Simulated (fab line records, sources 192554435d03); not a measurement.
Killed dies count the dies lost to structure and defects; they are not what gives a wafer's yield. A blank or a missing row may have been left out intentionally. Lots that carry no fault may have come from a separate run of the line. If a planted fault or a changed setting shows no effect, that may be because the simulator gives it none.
fab line records | flow n5_finfet
record: lots: 6 wafers: 18 last_day: 17
route steps=1938 shown BEOL_M2@857 BEOL_M4@1111 PASSIVATION@1936
lots that met no fault: taken from a fault-free run of the same line
start_h: the number of hours between the record's first day and the start of the first shown wafer of the lot | wait_h: hours since the lot's step before | " identical to the entry in the row above | L1.1+2: several wafers, shown together as one row | - no value, or no start given | * or withheld: withheld | < > ~ a bound
route shown NAME@n: NAME is a module with steps in the file, n the number in the route of the first one | usual: the fault-free wafers' mean and standard deviation | same: alike in all rows | chamber/n: place in a boat | sites: per-site readings | _std_site: their standard deviation | _edge_site: the outer-site mean with the inner-site mean subtracted | radius_mm: for every site, how far away it sits from the centre of the wafer | mask NAME#n: copy n | behind: the last tool/chamber to shape the wafer | hold: why the lot went on hold/how many hours it stayed there/how the hold came to an end | device: which transistor (n, p or np) failed to switch | end of line: the route-end tests of the same wafers | where a step has no rows: the recipe by itself | killed: count of dies lost to structure and defects at first sort (not the wafer's yield) | map: per-die view of a wafer (x killed, . not killed, _ where there is no die)
set.NAME: the setting the step ran with; set.NAME@STEP: the setting that earlier step ran with | model.NAME: the simulator's own value behind a step, which no gauge read
lots seen at some steps along the route; tables by step, rows by wafer
services: when a tool's chamber went out of use (start_h, in hours from the record's first day, below 0 if earlier), for how many hours, and the reason
== steps ==
step: N5_BEOL_M2_DESCUM_16
recipe: chemistry: O2 time_s: 7 source_power_w: 50 bias_power_w: 20 pressure_mtorr: 20 rf_frequency_hz: 2.712e+07 temp_c: 40 resist: CAR-EUV o2_flow_sccm: 225
usual: drypump_motor_current_A: 5.7/0.52 oes_product_au: 0.77/0.079 rf_vpp_V: 243.6/1.3 showerhead_plenum_p_Torr: 2.12/0.059 throttle_valve_pct: 20.52/0.26
same: time_s: 7
columns lot.wafer tool chamber start_h wait_h drypump_motor_current_A oes_product_au rf_hours_counter_h rf_vpp_V showerhead_plenum_p_Torr throttle_valve_pct
L884.2 rie_diel-01 2 146.63 0.0 6.1 0.75 173 246.8 2.19 20.66
L884.4 " 2 " " 6.1 0.75 - 246.1 2.19 20.64
L884.6 " 0 " " 5.1 0.85 - 241.8 2.04 20.39
L890.2 rie_diel-06 3 173.42 0.0 5.8 0.73 160 243.9 2.10 20.69
L890.4 " 2 " " 6.6 0.69 226 243.0 2.16 20.62
L890.6 " 2 " " 6.6 0.69 - 245.7 2.16 20.60
L892.1 rie_diel-01 2 188.71 0.0 6.1 0.74 191 245.3 2.18 20.68
L892.4 " 3 " " 5.3 0.72 208 243.7 2.17 21.00
L892.5 " 3 " " 5.3 0.72 - 243.5 2.17 21.00
L893.2 rie_diel-05 2 196.03 0.1 5.1 0.69 225 244.3 2.15 20.64
L893.3 " 3 " " 5.7 0.84 55 245.5 2.20 20.01
L893.4 " 1 " " 5.8 0.77 103 244.7 2.19 20.55
L901.3 rie_diel-05 3 234.36 0.0 5.7 0.83 71 244.4 2.19 20.03
L901.5 " 1 " " 5.8 0.76 - 244.8 2.18 20.57
L901.6 " 3 " " 5.7 0.83 - 244.2 2.19 20.01
L906.3 rie_diel-05 3 272.20 0.1 5.7 0.81 85 246.3 2.19 20.06
L906.4 " 1 " " 5.7 0.75 - 244.1 2.18 20.57
L906.5 " 0 " " 6.5 0.95 - 242.6 2.05 20.05
step: N5_BEOL_M2_ETCH_74
recipe: chemistry: N2/H2 target: underlayer target_depth_a: 65 mask_material: CAR-EUV time_s: 5.2 ion_energy_ev: 200 pressure_mtorr: 30 source_w: 840 bias_w: 150 n2_flow_sccm: 200 h2_flow_sccm: 200 ends: cleared
usual: drypump_motor_current_A: 5.7/0.52 etch_rf_on_time_s: 5.21/0.087 oes_product_au: 0.66/0.066 rf_vpp_V: 524.7/2.1 showerhead_plenum_p_Torr: 2.57/0.076 throttle_valve_pct: 17.88/0.23
columns lot.wafer tool chamber start_h wait_h drypump_motor_current_A etch_rf_on_time_s oes_product_au rf_hours_counter_h rf_vpp_V showerhead_plenum_p_Torr throttle_valve_pct
L884.2 rie_diel-01 2 146.67 0.0 6.1 5.22 0.63 173 526.9 2.65 18.06
L884.4 " 2 " " 6.1 5.17 0.65 - 528.7 2.65 18.07
L884.6 " 0 " " 5.2 5.25 0.72 - 523.2 2.46 17.63
L890.2 rie_diel-06 3 173.46 0.0 5.8 5.17 0.62 160 522.4 2.54 18.06
L890.4 " 2 " " 6.6 5.31 0.59 226 526.0 2.61 17.89
L890.6 " 2 " " 6.6 5.28 0.59 - 524.1 2.61 17.90
L892.1 rie_diel-01 2 188.74 0.0 6.1 5.30 0.62 191 527.6 2.64 18.10
L892.4 " 3 " " 5.2 5.10 0.61 208 525.4 2.61 18.22
L892.5 " 3 " " 5.3 5.12 0.61 - 525.8 2.61 18.22
L893.2 rie_diel-05 2 196.06 0.0 5.1 5.17 0.59 225 524.9 2.63 18.14
L893.3 " 3 " " 5.7 5.24 0.71 55 525.8 2.69 17.52
L893.4 " 1 " " 5.7 5.27 0.66 103 526.0 2.67 18.01
L901.3 rie_diel-05 3 234.39 0.0 5.7 5.33 0.70 71 525.9 2.68 17.52
L901.5 " 1 " " 5.8 5.29 0.66 - 527.1 2.66 18.03
L901.6 " 3 " " 5.7 5.26 0.70 - 527.2 2.68 17.54
L906.3 rie_diel-05 3 272.23 0.0 5.7 5.29 0.68 85 529.5 2.67 17.57
L906.4 " 1 " " 5.7 5.28 0.64 - 527.2 2.66 18.08
L906.5 " 0 " " 6.6 5.17 0.80 - 524.1 2.49 17.55
step: N5_BEOL_M2_ETCH_63
recipe: chemistry: CF4 target: SiARC target_depth_a: 156 mask_material: CAR-EUV time_s: 26 ion_energy_ev: 80 pressure_mtorr: 40 source_w: 545 bias_w: 36 Ar_flow_sccm: 100 cf4_flow_sccm: 100 ends: cleared
step: N5_BEOL_M2_ETCH_64
recipe: chemistry: N2/H2 target: SOC target_depth_a: 750 overetch_a: 225 mask_material: SiARC temp_c: 40 time_s: 121.9 ion_energy_ev: 200 pressure_mtorr: 30 source_w: 840 bias_w: 150 n2_flow_sccm: 200 h2_flow_sccm: 200
usual: drypump_motor_current_A: 5.7/0.52 oes_product_au: 0.59/0.057 rf_vpp_V: 524.8/2.1 showerhead_plenum_p_Torr: 2.57/0.076 throttle_valve_pct: 17.84/0.23
same: time_s: 121.9
columns lot.wafer tool chamber start_h wait_h drypump_motor_current_A oes_product_au rf_hours_counter_h rf_vpp_V showerhead_plenum_p_Torr throttle_valve_pct
L884.2 rie_diel-01 2 146.71 0.0 6.1 0.57 174 527.0 2.65 18.04
L884.4 " 2 " " 6.1 0.57 - 525.7 2.65 18.04
L884.6 " 0 " " 5.2 0.65 - 521.9 2.46 17.61
L890.2 rie_diel-06 3 173.50 0.0 5.8 0.56 160 523.5 2.54 17.99
L890.4 " 2 " " 6.7 0.54 227 525.5 2.61 17.84
L890.6 " 2 " " 6.6 0.54 - 526.7 2.61 17.85
L892.1 rie_diel-01 2 188.79 0.0 6.1 0.56 191 526.1 2.64 18.10
L892.4 " 3 " " 5.3 0.54 208 525.1 2.61 18.19
L892.5 " 3 " " 5.2 0.55 - 526.0 2.61 18.17
L893.2 rie_diel-05 2 196.11 0.0 5.1 0.52 225 525.6 2.63 18.13
L893.3 " 3 " " 5.7 0.64 55 527.7 2.68 17.47
L893.4 " 1 " " 5.8 0.60 103 528.8 2.67 17.98
L901.3 rie_diel-05 3 234.44 0.0 5.7 0.62 71 526.5 2.68 17.49
L901.5 " 1 " " 5.8 0.58 - 526.7 2.66 18.01
L901.6 " 3 " " 5.7 0.63 - 527.7 2.68 17.50
L906.3 rie_diel-05 3 272.28 0.0 5.7 0.61 85 527.5 2.67 17.53
L906.4 " 1 " " 5.7 0.59 - 527.6 2.66 18.03
L906.5 " 0 " " 6.6 0.72 - 524.0 2.49 17.52
step: N5_BEOL_M2_STRIP_65
recipe: chemistry: N2/H2 temp_c: 40 n2_flow_sccm: 200 h2_flow_sccm: 200 rf_frequency_hz: 6e+07
step: N5_BEOL_M2_STRIP_75
recipe: chemistry: N2/H2 temp_c: 40 n2_flow_sccm: 200 h2_flow_sccm: 200 rf_frequency_hz: 6e+07
step: N5_BEOL_M2_STRIP_66
recipe: chemistry: CF4 resist: SiARC power_w: 300 bias_power_w: 75 pressure_mtorr: 50 cf4_flow_sccm: 150 rf_frequency_hz: 6e+07
usual: drypump_motor_current_A: 5.6/0.52 oes_product_au: 0.77/0.074 rf_vpp_V: 271.6/1.3 showerhead_plenum_p_Torr: 1.81/0.05 throttle_valve_pct: 13.66/0.24
columns lot.wafer tool chamber start_h wait_h drypump_motor_current_A oes_product_au rf_hours_counter_h rf_vpp_V showerhead_plenum_p_Torr throttle_valve_pct
L884.2 rie_diel-01 2 146.84 0.0 6.1 0.75 174 273.1 1.86 13.73
L884.4 " 2 " " 6.1 0.75 - 270.1 1.86 13.71
L884.6 " 0 " " 5.1 0.84 - 270.0 1.74 13.48
L890.2 rie_diel-06 3 173.64 0.0 5.8 0.73 161 269.7 1.80 13.88
L890.4 " 2 " " 6.6 0.70 227 271.9 1.84 13.84
L890.6 " 2 " " 6.6 0.70 - 272.7 1.84 13.84
L892.1 rie_diel-01 2 188.92 0.0 6.1 0.72 191 273.2 1.85 13.74
L892.4 " 3 " " 5.2 0.71 208 272.3 1.85 14.04
L892.5 " 3 " " 5.2 0.70 - 272.0 1.85 14.05
L893.2 rie_diel-05 2 196.24 0.0 5.1 0.68 225 273.0 1.83 13.89
L893.3 " 3 " " 5.7 0.83 55 271.8 1.89 13.25
L893.4 " 1 " " 5.7 0.78 103 273.7 1.89 13.74
L901.3 rie_diel-05 3 234.57 0.0 5.7 0.82 71 272.8 1.88 13.28
L901.5 " 1 " " 5.8 0.77 - 273.6 1.88 13.77
L901.6 " 3 " " 5.7 0.82 - 272.5 1.88 13.27
L906.3 rie_diel-05 3 272.41 0.0 5.7 0.79 85 271.6 1.88 13.32
L906.4 " 1 " " 5.7 0.75 - 272.8 1.88 13.80
L906.5 " 0 " " 6.5 0.94 - 269.5 1.75 13.08
step: N5_BEOL_M2_HM_OPEN_17
recipe: chemistry: Cl2/BCl3 target_depth_a: 200 overetch_a: 60 target: TiN mask_material: SOC ion_energy_ev: 150 pressure_mtorr: 10 icp_w: 1000 bias_w: 126 Cl2_flow_sccm: 53.25 bcl3_flow_sccm: 21.75 Ar_flow_sccm: 25
usual: bcl3_flow_sccm: 21.75/0.064 drypump_motor_current_A: 5.5/0.38 mfc_cl2_sccm: 53.28/0.16 oes_product_au: 0.68/0.091 throttle_valve_pct: 22.09/0.16
columns lot.wafer tool chamber start_h wait_h bcl3_flow_sccm drypump_motor_current_A mfc_cl2_sccm oes_product_au rf_hours_counter_h throttle_valve_pct
L884.2 rie_metal-03 0 146.91 0.1 21.76 5.4 53.33 0.61 - 22.17
L884.4 " 0 " " 21.73 5.4 52.98 0.61 - 22.17
L884.6 " 0 " " 21.78 5.4 53.36 0.61 - 22.18
L890.2 rie_metal-02 1 173.68 0.0 21.81 5.1 53.22 0.70 18 21.94
L890.4 " 1 " " 21.74 5.1 53.03 0.70 - 21.94
L890.6 " 0 " " 21.73 6.0 53.33 0.52 - 22.36
L892.1 rie_metal-02 1 188.97 0.0 21.60 5.1 53.22 0.71 19 21.95
L892.4 " 1 " " 21.56 5.1 53.54 0.70 - 21.98
L892.5 " 1 " " 21.63 5.1 53.11 0.71 - 21.95
L893.2 rie_metal-02 1 196.31 0.1 21.86 5.2 53.26 0.69 - 21.97
L893.3 " 1 " " 21.92 5.2 52.98 0.70 - 21.95
L893.4 " 1 " " 21.89 5.1 53.00 0.70 - 21.94
L901.3 rie_metal-02 0 234.64 0.1 21.68 6.0 53.28 0.80 - 22.03
L901.5 " 1 " " 21.76 5.2 53.12 0.70 - 21.96
L901.6 " 0 " " 21.76 6.0 53.52 0.78 - 22.03
L906.3 rie_metal-01 0 272.48 0.1 21.73 5.3 53.36 0.63 - 22.27
L906.4 " 1 " " 21.78 5.2 53.40 0.72 - 22.06
L906.5 " 0 " " 21.76 5.3 53.34 0.62 - 22.27
step: N5_BEOL_M2_STRIP_19
recipe: chemistry: O2 power_w: 400 temp_c: 40 pressure_mtorr: 30 rf_frequency_hz: 6e+07 bias_power_w: 0 overash_fraction: 0.2 o2_flow_sccm: 225
step: N5_BEOL_M2_CD_MEAS_18
recipe: pitch_nm: 36 target_cd_nm: 18
usual: cd_nm: 18.1/0.36
columns lot.wafer tool chamber start_h wait_h cd_nm
L884.2 cd_sem-01 - 147.29 0.1 18.0
L884.4 " - " " 18.0
L884.6 " - " " 18.1
L890.2 cd_sem-02 - 173.86 0.1 18.2
L890.4 " - " " 18.4
L890.6 " - " " 18.4
L892.1 cd_sem-01 - 189.17 0.0 18.4
L892.4 " - " " 18.0
L892.5 " - " " 18.0
L893.2 cd_sem-01 - 196.55 0.1 17.7
L893.3 " - " " 18.2
L893.4 " - " " 18.0
L901.3 cd_sem-02 - 234.79 0.1 18.5
L901.5 " - " " 17.9
L901.6 " - " " 18.5
L906.3 cd_sem-02 - 272.64 0.1 18.2
L906.4 " - " " 18.6
L906.5 " - " " 17.7
step: N5_BEOL_M2_COAT_67
recipe: resist: SOC temp_c: 250 time_s: 60 spin_rpm: 1500 resist_thk_nm: 60
step: N5_BEOL_M2_COAT_68
recipe: resist: SiARC temp_c: 220 time_s: 60 spin_rpm: 1500 resist_thk_nm: 12
step: N5_BEOL_M2_COAT_76
recipe: resist: underlayer temp_c: 205 time_s: 60 spin_rpm: 1500 resist_thk_nm: 5
usual: heater_power_total_W: 391.8/1.3 run_length_s: 66.15/0.26
columns lot.wafer tool chamber start_h wait_h heater_power_total_W run_length_s
L884.2 litho_track-03 0 147.33 - 391.0 66.37
L884.4 " 0 " " 390.0 66.48
L884.6 " 0 " " 391.7 66.37
L890.2 litho_track-05 0 173.90 - 391.7 66.28
L890.4 " 0 " " 393.4 66.22
L890.6 " 0 " " 393.1 66.33
L892.1 litho_track-03 0 189.21 - 394.0 66.18
L892.4 " 0 " " 423.3 59.84
L892.5 " 0 " " 390.3 66.32
L893.2 litho_track-03 0 196.59 - 393.8 66.18
L893.3 " 0 " " 421.4 59.47
L893.4 " 0 " " 422.7 59.64
L901.3 litho_track-04 0 234.83 - 390.9 66.07
L901.5 " 0 " " 390.7 65.73
L901.6 " 0 " " 393.5 65.93
L906.3 litho_track-05 0 272.69 - 392.7 66.27
L906.4 " 0 " " 390.2 66.27
L906.5 " 0 " " 393.5 66.28
step: N5_BEOL_M2_COAT_22
recipe: resist: CAR-EUV spin_rpm: 1500 resist_thk_nm: 30
step: N5_BEOL_M4_RC_MEAS_101
usual: DIBL_N: 35.8/1.6 DIBL_P: 36.0/2.1 IOFF_N: 0.153/0.026 IOFF_P: 0.21/0.037 ION_N: 673/11 ION_P: 462/7.6 SS_N: 71.4/0.53 SS_P: 73.2/0.67 VT_N: 250/3.2 VT_P: -250/3.7
columns lot.wafer tool chamber start_h wait_h DIBL_N[mV/V] DIBL_P[mV/V] IOFF_N[nA/um] IOFF_P[nA/um] ION_N[uA/um] ION_P[uA/um] SS_N[mV/dec] SS_P[mV/dec] VT_N[mV] VT_P[mV]
L884.2 prober-02 0 177.56 0.2 35.8 35.8 0.133 0.18 665 453 71.3 73.3 255 -253
L884.4 " 0 " " 37.1 38.2 0.170 0.22 684 465 71.9 73.8 249 -250
L884.6 " 0 " " 36.7 37.8 0.159 0.20 675 462 71.5 73.6 251 -252
L890.2 prober-01 0 207.93 0.2 34.9 34.4 0.124 0.17 665 462 70.3 73.4 255 -252
L890.4 " 0 " " 35.6 35.0 0.137 0.19 671 461 70.3 72.8 249 -252
L890.6 " 0 " " 35.6 35.2 0.147 0.18 670 456 71.3 72.8 251 -253
L892.1 prober-01 0 224.79 0.0 36.6 37.9 0.170 0.24 686 473 71.9 73.9 247 -249
L892.4 " 0 " " 36.3 37.9 0.173 0.23 692 468 71.4 73.4 246 -249
L892.5 " 0 " " 34.9 35.2 0.139 0.19 675 467 71.8 72.5 250 -251
L893.2 prober-01 0 240.61 0.2 34.7 35.3 0.138 0.22 673 471 70.8 72.0 252 -246
L893.3 " 0 " " 35.5 35.8 0.159 0.22 675 465 71.5 72.9 251 -246
L893.4 " 0 " " 36.4 37.6 0.197 0.28 687 475 71.4 73.7 246 -243
L901.3 prober-02 0 274.92 0.3 37.6 35.7 0.163 0.19 676 459 72.4 72.8 249 -254
L901.5 " 0 " " 34.0 31.3 0.105 0.13 654 452 70.7 71.4 254 -257
L901.6 " 0 " " 36.4 35.3 0.141 0.17 670 455 71.8 73.0 251 -256
L906.3 prober-01 0 306.44 0.3 36.8 34.1 0.152 0.18 670 456 71.5 73.1 252 -255
L906.4 " 0 " " 36.2 35.0 0.149 0.20 674 455 71.8 73.4 251 -254
L906.5 " 0 " " 35.1 33.0 0.130 0.17 664 455 71.4 73.3 253 -254
step: N5_PASSIVATION_PROBE_49
usual: defect_limited_yield: 91.3/1.5 killed_at_M0_to_M3: 33/12 killed_at_M4_up: 13/5.2 killed_at_contacts: 13/6.7 killed_at_front_end: 40/11 killed_at_other: 4.1/2.7 killed_dies: 103/17 killed_on_rim: 14/4.2 killed_open: 69/13 killed_short: 33/8.4 sort_bin_5_function: 5.1/1 sort_bin_6_memory: 3.2/0.62 sort_n_pass: 1077/17 sort_yield_pct: 91.3/1.5
same: gross_dies: 1180 killed_at_back_side: 0 sort_bin_4_leakage[%]: 0 sort_bin_8_speed[%]: 0
columns lot.wafer tool chamber start_h wait_h defect_limited_yield[%] killed_at_M0_to_M3 killed_at_M4_up killed_at_contacts killed_at_front_end killed_at_other killed_dies killed_on_rim killed_open killed_short sort_bin_5_function[%] sort_bin_6_memory[%] sort_n_pass sort_yield_pct[%]
L884.2 prober-01 - 274.71 0.1 90.4 39 12 29 30 3 113 16 84 27 6.1 3.2 1067 90.4
L884.4 prober-01 - 274.81 0.2 93.9 26 7 8 30 1 72 5 45 24 3.6 2.0 1108 93.9
L884.6 prober-01 - 274.91 0.3 93.1 17 10 19 32 3 81 6 54 24 4.1 2.5 1099 93.1
L890.2 prober-01 - 316.71 0.1 91.9 29 16 15 33 3 96 20 55 41 4.3 3.5 1084 91.9
L890.4 prober-01 - 316.81 0.2 92.2 24 15 18 28 7 92 9 65 26 5.0 2.5 1088 92.2
L890.6 prober-01 - 316.91 0.3 89.9 49 15 19 31 5 119 13 84 35 6.8 3.3 1061 89.9
L892.1 prober-01 - 325.48 0.0 90.6 32 11 20 43 5 111 9 70 40 5.8 3.1 1069 90.6
L892.4 prober-01 - 325.63 0.2 94.2 27 9 10 19 3 68 14 44 24 2.7 3.0 1112 94.2
L892.5 prober-01 - 325.68 0.2 91.5 33 10 7 47 3 100 10 62 37 4.9 2.9 1080 91.5
L893.2 prober-01 - 364.52 0.1 90.4 18 26 24 40 5 113 15 83 29 5.4 3.8 1067 90.4
L893.3 prober-01 - 364.57 0.1 90.8 30 10 20 46 2 108 14 79 28 6.3 2.6 1072 90.8
L893.4 prober-01 - 364.62 0.2 90.3 28 14 15 52 5 114 21 81 33 5.3 4.4 1066 90.3
L901.3 prober-01 - 390.82 0.1 89.5 53 12 12 40 7 124 18 77 46 6.5 3.6 1056 89.5
L901.5 prober-01 - 390.92 0.2 92.0 24 7 10 47 6 94 9 71 23 4.5 3.3 1086 92.0
L901.6 prober-01 - 390.97 0.3 90.8 31 13 10 53 2 109 13 80 29 5.2 3.6 1071 90.8
killed by level:class
L884.2 MOL_CONTACT_COAG:geometric_particle:open=27 BEOL_M2:geometric_particle:open=12 FIN_SAQP:geometric_particle:open=8 BEOL_M3:geometric_particle:open=7 STI_FIN_REVEAL:geometric_particle:open=6 FIN_SAQP:geometric_particle:short=4 BEOL_M0_SAQP:geometric_particle:open=4 BEOL_M1:geometric_particle:open=4
L884.4 BEOL_M2:geometric_particle:open=9 FIN_SAQP:geometric_particle:short=7 FIN_SAQP:geometric_particle:open=6 MOL_CONTACT_COAG:geometric_particle:open=6 DUMMY_GATE:geometric_particle:open=5 BEOL_M0_SAQP:geometric_particle:open=5 GATE_CUT:geometric_particle:short=4 BEOL_M0_SAQP:geometric_particle:short=3
L884.6 MOL_CONTACT_COAG:geometric_particle:open=16 STI_FIN_REVEAL:geometric_particle:open=5 BEOL_M2:geometric_particle:open=5 STARTING-WAFER:geometric_particle:open=5 FIN_SAQP:geometric_particle:short=4 ILD0:geometric_particle:short=3 MOL_CONTACT_COAG:geometric_particle:short=3 BEOL_M0_SAQP:geometric_particle:short=3
L890.2 MOL_CONTACT_COAG:geometric_particle:open=11 BEOL_M0_SAQP:geometric_particle:short=10 FIN_SAQP:geometric_particle:open=7 BEOL_M4:geometric_particle:short=6 BEOL_M1:geometric_particle:open=5 BEOL_M2:geometric_particle:open=5 BEOL_M7:geometric_particle:open=5 FIN_SAQP:geometric_particle:short=4
L890.4 MOL_CONTACT_COAG:geometric_particle:open=15 STI_FIN_REVEAL:geometric_particle:open=10 BEOL_M4:geometric_particle:short=7 BEOL_M1:geometric_particle:open=5 BEOL_M2:geometric_particle:open=5 BEOL_M0_SAQP:geometric_particle:short=4 MIM_TOP_ETCH:geometric_particle:open=4 STARTING-WAFER:geometric_particle:open=4
L890.6 MOL_CONTACT_COAG:geometric_particle:open=17 BEOL_M1:geometric_particle:open=15 BEOL_M0_SAQP:geometric_particle:short=9 BEOL_M4:geometric_particle:open=8 STI_FIN_REVEAL:geometric_particle:open=7 BEOL_M3:geometric_particle:open=7 BEOL_M2:geometric_particle:open=6 BEOL_M0_SAQP:geometric_particle:open=6
L892.1 STI_FIN_REVEAL:geometric_particle:open=13 MOL_CONTACT_COAG:geometric_particle:open=13 BEOL_M2:geometric_particle:open=10 BEOL_M0_SAQP:geometric_particle:open=9 BEOL_M0_SAQP:geometric_particle:short=9 BEOL_M5:geometric_particle:open=8 MOL_CONTACT_COAG:geometric_particle:short=7 FIN_SAQP:geometric_particle:open=5
L892.4 BEOL_M0_SAQP:geometric_particle:open=10 BEOL_M0_SAQP:geometric_particle:short=8 MOL_CONTACT_COAG:geometric_particle:open=6 STI_FIN_REVEAL:geometric_particle:open=5 MOL_CONTACT_COAG:geometric_particle:short=4 BEOL_M4:geometric_particle:open=4 BEOL_M2:geometric_particle:open=3 BEOL_M5:geometric_particle:open=3
L892.5 STI_FIN_REVEAL:geometric_particle:open=12 BEOL_M0_SAQP:geometric_particle:short=11 FIN_SAQP:geometric_particle:short=8 BEOL_M2:geometric_particle:open=8 MOL_CONTACT_COAG:geometric_particle:open=7 BEOL_M0_SAQP:geometric_particle:open=6 FIN_SAQP:geometric_particle:open=5 GATE_CUT:geometric_particle:short=5
L893.2 MOL_CONTACT_COAG:geometric_particle:open=22 FIN_SAQP:geometric_particle:short=12 BEOL_M4:geometric_particle:open=12 STI_FIN_REVEAL:geometric_particle:open=9 FIN_SAQP:geometric_particle:open=7 BEOL_M1:geometric_particle:open=6 BEOL_M3:geometric_particle:open=5 BEOL_M6:geometric_particle:open=5
L893.3 MOL_CONTACT_COAG:geometric_particle:open=16 STI_FIN_REVEAL:geometric_particle:open=11 BEOL_M1:geometric_particle:open=9 FIN_SAQP:geometric_particle:open=8 DUMMY_GATE:geometric_particle:open=6 BEOL_M0_SAQP:geometric_particle:short=5 FIN_SAQP:geometric_particle:short=4 GATE_CUT:geometric_particle:open=4
L893.4 FIN_SAQP:geometric_particle:open=17 MOL_CONTACT_COAG:geometric_particle:open=13 STI_FIN_REVEAL:geometric_particle:open=12 FIN_SAQP:geometric_particle:short=10 BEOL_M1:geometric_particle:open=6 BEOL_M5:geometric_particle:open=6 BEOL_M0_SAQP:geometric_particle:open=5 BEOL_M2:geometric_particle:open=5
L901.3 BEOL_M0_SAQP:geometric_particle:open=11 BEOL_M0_SAQP:geometric_particle:short=11 FIN_SAQP:geometric_particle:open=10 BEOL_M1:geometric_particle:open=10 MOL_CONTACT_COAG:geometric_particle:short=6 MOL_CONTACT_COAG:geometric_particle:open=6 BEOL_M2:geometric_particle:open=6 DUMMY_GATE:geometric_particle:open=4
L901.5 STI_FIN_REVEAL:geometric_particle:open=16 FIN_SAQP:geometric_particle:open=9 MOL_CONTACT_COAG:geometric_particle:open=8 BEOL_M3:geometric_particle:open=8 FIN_SAQP:geometric_particle:short=4 DUMMY_GATE:geometric_particle:open=4 GATE_CUT:geometric_particle:short=4 BEOL_M0_SAQP:geometric_particle:open=4
L901.6 STI_FIN_REVEAL:geometric_particle:open=14 FIN_SAQP:geometric_particle:open=11 MOL_CONTACT_COAG:geometric_particle:open=10 BEOL_M3:geometric_particle:open=7 DUMMY_GATE:geometric_particle:open=6 BEOL_M0_SAQP:geometric_particle:short=6 BEOL_M0:geometric_particle:open=5 FIN_SAQP:geometric_particle:short=4
== services ==
columns tool chamber start_h hours kind
rie_metal-01 - 124.67 2.8 pm
rie_diel-01 1 140.38 - clean
rie_diel-01 1 140.38 - consumable_replace:focus_ring
rie_diel-01 1 140.38 15.4 scheduled_down
rie_diel-01 1 140.38 15.4 vent_cycle
rie_metal-03 1 171.39 9.5 repair
rie_metal-01 1 181.95 1.7 repair
rie_metal-02 0 191.91 - clean
rie_metal-02 0 191.91 22.7 scheduled_down
rie_diel-01 1 194.65 3.8 repair
rie_diel-05 1 208.51 1.2 repair
rie_diel-05 0 212.49 - clean
rie_diel-05 0 212.49 - consumable_replace:focus_ring
rie_diel-05 0 212.49 26.6 scheduled_down
rie_diel-05 0 212.49 26.6 vent_cycle
rie_diel-06 - 229.49 2.8 pm
rie_metal-01 - 231.41 5.1 repair
rie_metal-01 0 248.82 21.7 repair
rie_metal-02 - 249.19 2.8 pm
rie_diel-05 1 251.98 3.1 repair
rie_diel-05 2 263.06 - clean
rie_diel-05 2 263.06 - consumable_replace:focus_ring
rie_diel-05 2 263.06 23.8 scheduled_down
rie_diel-05 2 263.06 23.8 vent_cycle
== key ==
first_sign: step: N5_BEOL_M2_COAT_76 reading: run_length_s direction: down sigmas: 25 usual: * struck: *
effect: step: N5_BEOL_M2_COAT_76 reading: heater_power_total_W direction: up sigmas: 23 usual: * struck: *
met_at N5_BEOL_M2_COAT_76
struck_wafers L892.4,L893.3,L893.4
onset_between 147.33 189.21
fault: kind: process_parameter_drift tool: litho_track-03 chamber: - onset_h: 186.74 steps: N5_BEOL_M2_COAT_76 channel: time_s offset: * shape: step end_h: 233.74 scope: struck_wafers_only acts_in: * stated: *
